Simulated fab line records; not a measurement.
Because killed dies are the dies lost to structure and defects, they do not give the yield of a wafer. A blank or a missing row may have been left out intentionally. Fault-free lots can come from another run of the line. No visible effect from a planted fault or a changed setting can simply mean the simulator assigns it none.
Matching of chambers -- flow n5Finfet -- 4 sister chambers for N5_BEOL_M3_STRIP_66 on rieDiel-02
The step strips in CF4. 4 wafers are shown with their chamber, then 11 later ones without.

== WAFERS WITH THEIR CHAMBER ==
wafer,chamber,showerheadPlenumPTorr (Torr)
L081.6,3,1.78
L083.6,2,1.76
L085.3,0,1.79
L086.1,1,1.89

== WAFERS MISSING THEIR CHAMBER ==
wafer,showerheadPlenumPTorr (Torr)
L086.2,1.79
L086.5,1.79
L090.2,1.88
L090.5,1.76
L090.6,1.88
L095.3,1.88
L095.4,1.78
L095.5,1.78
L097.1,1.77
L097.2,1.78
L097.6,1.76

== WHICH CHAMBER EACH ONE RAN IN ==
wafer,from the rows above,in truth
L086.2,can't be placed: 0 or 3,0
L086.5,can't be placed: 0 or 3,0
L090.2,1,1
L090.5,2,2
L090.6,1,1
L095.3,1,1
L095.4,can't be placed: 3 or 0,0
L095.5,can't be placed: 3 or 0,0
L097.1,can't be placed: 2 or 3 or 0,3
L097.2,can't be placed: 3 or 0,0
L097.6,2,2
Correct placement for 5 of the 11. Can't be placed from these rows: 6 (the true chamber is among the candidates in 6). 0 placed wrongly.
How it was worked out, from the rows above alone: a wafer's distance from a chamber is the root of the sum, over the readings, of the square of ((its reading less the chamber's mean) divided by the reading's scatter). The wafer belongs to the nearest chamber; if the next one is less than 2 further off, it can't be placed. A chamber's mean is the mean of its shown wafers. The scatter: with one shown wafer a chamber, the root of the mean of the squares of how far each hidden wafer lies from its nearest shown one.
